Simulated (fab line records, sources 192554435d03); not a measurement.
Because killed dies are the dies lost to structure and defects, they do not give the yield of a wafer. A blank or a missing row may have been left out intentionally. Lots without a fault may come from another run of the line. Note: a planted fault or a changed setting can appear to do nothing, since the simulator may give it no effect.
Comparing a struck lot with a sound one ; flow n5-finfet ; 36 steps out of a route of 1938
Sound: the wafers L556.2, L556.4, L556.5. Struck: wafer L565.6 (left out: L565.2, L565.3 of the same lot, which were not struck); the cause appears at the end.
Order at every step that has rows: each side's tool, ch and its chambers, its first start. Under that, the readings that differ: sound wafers ; struck wafers ; difference of the means ; sigmas: that difference in standard deviations of wafers without a fault.
alike: readings with means less than 2 such deviations apart, plus words and numbers identical on both sides. not compared: withheld readings, readings lacking a value on some wafer, bounds such as >300 that could conceal the same value, and numbers that have no deviation in the record and whose values overlap.
The two part at a step that has a row with sigmas, a row that says differs or no value, or rows on one side only. Numbers that have no deviation but don't overlap get no sigmas and don't part them. A reading missing from all wafers of one side parts the sides only when that side holds two or more wafers.

first, 9 steps without rows for these wafers: N5_STI_FIN_REVEAL_STRIP_35 (strips Si3N4 in H3PO4, target depth 4 nm, time 39 s); N5_STI_FIN_REVEAL_SRD_21 (time 30 s); N5_STI_FIN_REVEAL_OXIDATION_33 (chemistry O2 PLASMA REMOTE, time 20 s); N5_STI_FIN_REVEAL_CLEAN_19 (cleans in O3/DIW, time 120 s); N5_STI_FIN_REVEAL_SRD_23 (time 30 s); N5_STI_FIN_REVEAL_PRECLEAN_18 (cleans in SC2, time 45 s); N5_STI_FIN_REVEAL_SRD_28 (time 30 s); N5_DUMMY_GATE_PRECLEAN_00 (cleans in O3/DIW, time 60 s); N5_DUMMY_GATE_SRD_01 (time 30 s).
N5_DUMMY_GATE_ALD_02: deposits SiO2, target thk 2 nm, pulse time 1 s.
  sound on ald-sin-01 ch 1,2, day 4 07:38; struck on ald-sin-01 ch 3, day 6 12:42
reading;sound;struck;difference;sigmas
model.SiO2_of_DUMMY_GATE_ALD_02.thk-nm (nm);2 2 2;2.6;+0.6;
  alike: chamber-pressure-Torr, heater-power-w, precursor-pulse-height-rel
then, 24 steps without rows for these wafers: N5_DUMMY_GATE_CVD_03 (deposits a-Si from SiH4, target thk 150 nm, time 8042 s); N5_DUMMY_GATE_PRECLEAN_46 (cleans in DIW, time 89.5 s); N5_DUMMY_GATE_SRD_47 (dry time 32 s); N5_DUMMY_GATE_CMP_04 (polishes a-Si); N5_DUMMY_GATE_HM_DEP_06 (deposits SiNx from DCS/NH3, target thk 80 nm, time 5141 s); N5_DUMMY_GATE_PECVD_30 (deposits SiO2 from TEOS/O2, target thk 55 nm, time 10.8 s); N5_DUMMY_GATE_COAT_34 (time 60 s, resist thk 60 nm); N5_DUMMY_GATE_COAT_35 (time 60 s, resist thk 10 nm); N5_DUMMY_GATE_COAT_28 (time 60 s, resist thk 10 nm); N5_DUMMY_GATE_COAT_09 (resist thk 30 nm); N5_DUMMY_GATE_EBR_11; N5_DUMMY_GATE_SOFTBAKE_10 (time 60 s); N5_DUMMY_GATE_EXPOSE_12 (exposes mask GATE, target cd 25 nm); N5_DUMMY_GATE_PEB_13 (peb time 60 s); N5_DUMMY_GATE_DEVELOP_14 (develop time 30 s); N5_DUMMY_GATE_DESCUM_20 (chemistry O2, time 6.2 s); N5_DUMMY_GATE_ETCH_29 (etches underlayer in N2/H2, target depth 13 nm); N5_DUMMY_GATE_ETCH_36 (etches SiARC in CF4, target depth 13 nm); N5_DUMMY_GATE_ETCH_37 (etches SOC in N2/H2, target depth 60 nm, overetch 30 nm); N5_DUMMY_GATE_STRIP_38 (strips in N2/H2); N5_DUMMY_GATE_STRIP_39 (strips in N2/H2); N5_DUMMY_GATE_TRIM_49 (chemistry O2, time 29 s, target cd 14 nm); N5_DUMMY_GATE_STRIP_40 (strips in CF4); N5_DUMMY_GATE_ETCH_31 (etches SiO2 in C4F6/O2, target depth 82.5 nm, time 27.5 s).
N5_DUMMY_GATE_ETCH_44: etches poly-Si in HBr/O2, stops on SiO2, target depth 127.5 nm.
  sound on rie-si-01 ch 0,1,2, day 4 17:17; struck on rie-si-04 ch 2, day 6 22:05
reading;sound;struck;difference;sigmas
model.SiO2_of_DUMMY_GATE_ALD_02.thk-nm (nm);2 2 2;2.6;+0.6;
  alike: drypump-motor-current-A, oes-product-au, rf-fwd-power-W, throttle-valve-pct
  not compared: rf-hours-counter-h
-- record jumps: 6 days separate the struck wafers' starts on either side; left off in module DUMMY_GATE, taken up again in module BEOL_M4, whose first shown step is the route's number 1111 --
N5_BEOL_M4_RC_MEAS_101:
  sound on prober-02 ch 0, day 11 00:14; struck on prober-02 ch 0, day 12 12:48
reading;sound;struck;difference;sigmas
EOT_N;10.67 10.48 10.37;11.74;+1.23;+14
EOT_P;10.54 10.45 10.42;11.66;+1.19;+15
IGATE_N (nA/um);0.0105 0.0137 0.0149;0.0035;-0.0095;-5
IGATE_P (nA/um);0.0031 0.0040 0.0044;0.0010;-0.0028;-5
IOFF_P (nA/um);0.191 0.215 0.192;0.256;+0.057;+2
IOFF_P_LIN (nA/um);0.092 0.101 0.093;0.120;+0.025;+2
ION_N (uA/um);672 691 668;657;-20;-2
  alike: DIBL_N, DIBL_P, IOFF_N, ION_P, SS_N, SS_P, VT_N, VT_P

WHERE THEY PART
Only at N5_BEOL_M4_RC_MEAS_101, as far as this record shows.

WHY: whatever the simulator had introduced
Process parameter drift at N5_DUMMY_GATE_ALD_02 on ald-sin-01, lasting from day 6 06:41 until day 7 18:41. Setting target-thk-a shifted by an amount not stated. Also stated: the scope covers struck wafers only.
